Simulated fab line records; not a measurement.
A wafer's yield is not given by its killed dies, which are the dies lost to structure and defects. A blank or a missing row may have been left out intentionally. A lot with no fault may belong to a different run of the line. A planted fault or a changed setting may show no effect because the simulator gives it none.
Matching of chambers || flow n5-finfet || N5_BEOL_M13_DESCUM_15 on rie-diel-06 has 3 sister chambers
The step chemistry O2, time 7.9 s. 20 wafers are shown with their chamber, then 7 later ones without.

== WAFERS PAIRED WITH THEIR CHAMBERS ==
{"wafer": "L078.2", "chamber": 0, "showerhead-plenum-p-Torr (Torr)": 1.96, "throttle-valve-pct (%)": 20.82, "drypump-motor-current-A (A)": 6.2}
{"wafer": "L078.3", "chamber": 1, "showerhead-plenum-p-Torr (Torr)": 2.18, "throttle-valve-pct (%)": 20.21, "drypump-motor-current-A (A)": 5.4}
{"wafer": "L078.4", "chamber": 0, "showerhead-plenum-p-Torr (Torr)": 1.96, "throttle-valve-pct (%)": 20.80, "drypump-motor-current-A (A)": 6.2}
{"wafer": "L077.3", "chamber": 3, "showerhead-plenum-p-Torr (Torr)": 2.10, "throttle-valve-pct (%)": 20.46, "drypump-motor-current-A (A)": 4.7}
{"wafer": "L077.5", "chamber": 0, "showerhead-plenum-p-Torr (Torr)": 1.96, "throttle-valve-pct (%)": 20.81, "drypump-motor-current-A (A)": 6.3}
{"wafer": "L077.6", "chamber": 1, "showerhead-plenum-p-Torr (Torr)": 2.18, "throttle-valve-pct (%)": 20.21, "drypump-motor-current-A (A)": 5.4}
{"wafer": "L080.1", "chamber": 0, "showerhead-plenum-p-Torr (Torr)": 1.96, "throttle-valve-pct (%)": 20.82, "drypump-motor-current-A (A)": 6.2}
{"wafer": "L080.3", "chamber": 1, "showerhead-plenum-p-Torr (Torr)": 2.17, "throttle-valve-pct (%)": 20.21, "drypump-motor-current-A (A)": 5.4}
{"wafer": "L080.4", "chamber": 1, "showerhead-plenum-p-Torr (Torr)": 2.18, "throttle-valve-pct (%)": 20.22, "drypump-motor-current-A (A)": 5.3}
{"wafer": "L081.1", "chamber": 1, "showerhead-plenum-p-Torr (Torr)": 2.17, "throttle-valve-pct (%)": 20.23, "drypump-motor-current-A (A)": 5.4}
{"wafer": "L081.3", "chamber": 0, "showerhead-plenum-p-Torr (Torr)": 1.96, "throttle-valve-pct (%)": 20.82, "drypump-motor-current-A (A)": 6.2}
{"wafer": "L081.6", "chamber": 0, "showerhead-plenum-p-Torr (Torr)": 1.96, "throttle-valve-pct (%)": 20.82, "drypump-motor-current-A (A)": 6.2}
{"wafer": "L082.1", "chamber": 0, "showerhead-plenum-p-Torr (Torr)": 1.96, "throttle-valve-pct (%)": 20.83, "drypump-motor-current-A (A)": 6.2}
{"wafer": "L082.3", "chamber": 1, "showerhead-plenum-p-Torr (Torr)": 2.17, "throttle-valve-pct (%)": 20.23, "drypump-motor-current-A (A)": 5.4}
{"wafer": "L082.4", "chamber": 1, "showerhead-plenum-p-Torr (Torr)": 2.17, "throttle-valve-pct (%)": 20.25, "drypump-motor-current-A (A)": 5.4}
{"wafer": "L084.2", "chamber": 3, "showerhead-plenum-p-Torr (Torr)": 2.10, "throttle-valve-pct (%)": 20.49, "drypump-motor-current-A (A)": 4.7}
{"wafer": "L084.3", "chamber": 0, "showerhead-plenum-p-Torr (Torr)": 1.96, "throttle-valve-pct (%)": 20.84, "drypump-motor-current-A (A)": 6.3}
{"wafer": "L084.6", "chamber": 3, "showerhead-plenum-p-Torr (Torr)": 2.10, "throttle-valve-pct (%)": 20.49, "drypump-motor-current-A (A)": 4.8}
{"wafer": "L091.2", "chamber": 1, "showerhead-plenum-p-Torr (Torr)": 2.17, "throttle-valve-pct (%)": 20.27, "drypump-motor-current-A (A)": 5.4}
{"wafer": "L091.5", "chamber": 3, "showerhead-plenum-p-Torr (Torr)": 2.09, "throttle-valve-pct (%)": 20.51, "drypump-motor-current-A (A)": 4.8}

SIGNATURES, as means of the wafers listed above
{"reading": "showerhead-plenum-p-Torr", "chamber 0": 1.9600, "chamber 1": 2.1738, "chamber 3": 2.0975, "scatter within a chamber": 0.00393}
{"reading": "throttle-valve-pct", "chamber 0": 20.8200, "chamber 1": 20.2288, "chamber 3": 20.4875, "scatter within a chamber": 0.0181}
{"reading": "drypump-motor-current-A", "chamber 0": 6.225, "chamber 1": 5.388, "chamber 3": 4.750, "scatter within a chamber": 0.0446}
Rule: a wafer lies at a distance from a chamber equal to the root of the sum of squares, over the readings, of (its reading less the chamber's mean, divided by the reading's scatter). The wafer belongs to the nearest chamber; if the next one is less than 2 further off, it can't be placed. The scatter: take each reading less its chamber's mean, square it, sum over the shown wafers, divide by the number of wafers less the number of chambers, and take the root.

== WAFERS WITHOUT THEIR CHAMBER ==
{"wafer": "L091.6", "showerhead-plenum-p-Torr (Torr)": 2.22, "throttle-valve-pct (%)": 20.45, "drypump-motor-current-A (A)": 6.3}
{"wafer": "L093.2", "showerhead-plenum-p-Torr (Torr)": 2.22, "throttle-valve-pct (%)": 20.47, "drypump-motor-current-A (A)": 6.2}
{"wafer": "L093.4", "showerhead-plenum-p-Torr (Torr)": 2.17, "throttle-valve-pct (%)": 20.26, "drypump-motor-current-A (A)": 5.4}
{"wafer": "L096.4", "showerhead-plenum-p-Torr (Torr)": 2.09, "throttle-valve-pct (%)": 20.51, "drypump-motor-current-A (A)": 4.7}
{"wafer": "L096.6", "showerhead-plenum-p-Torr (Torr)": 2.09, "throttle-valve-pct (%)": 20.52, "drypump-motor-current-A (A)": 4.8}
{"wafer": "L097.2", "showerhead-plenum-p-Torr (Torr)": 2.16, "throttle-valve-pct (%)": 20.26, "drypump-motor-current-A (A)": 5.4}
{"wafer": "L097.6", "showerhead-plenum-p-Torr (Torr)": 2.09, "throttle-valve-pct (%)": 20.52, "drypump-motor-current-A (A)": 4.7}

== EACH ONE'S CHAMBER ==
{"wafer": "L091.6", "from the rows above": 1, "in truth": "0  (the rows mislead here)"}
{"wafer": "L093.2", "from the rows above": 1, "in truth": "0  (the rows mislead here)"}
{"wafer": "L093.4", "from the rows above": 1, "in truth": 1}
{"wafer": "L096.4", "from the rows above": 3, "in truth": 3}
{"wafer": "L096.6", "from the rows above": 3, "in truth": 3}
{"wafer": "L097.2", "from the rows above": 1, "in truth": 1}
{"wafer": "L097.6", "from the rows above": 3, "in truth": 3}
Correct placement for 5 of the 7. Can't be placed from these rows: 0. 2 placed wrongly.
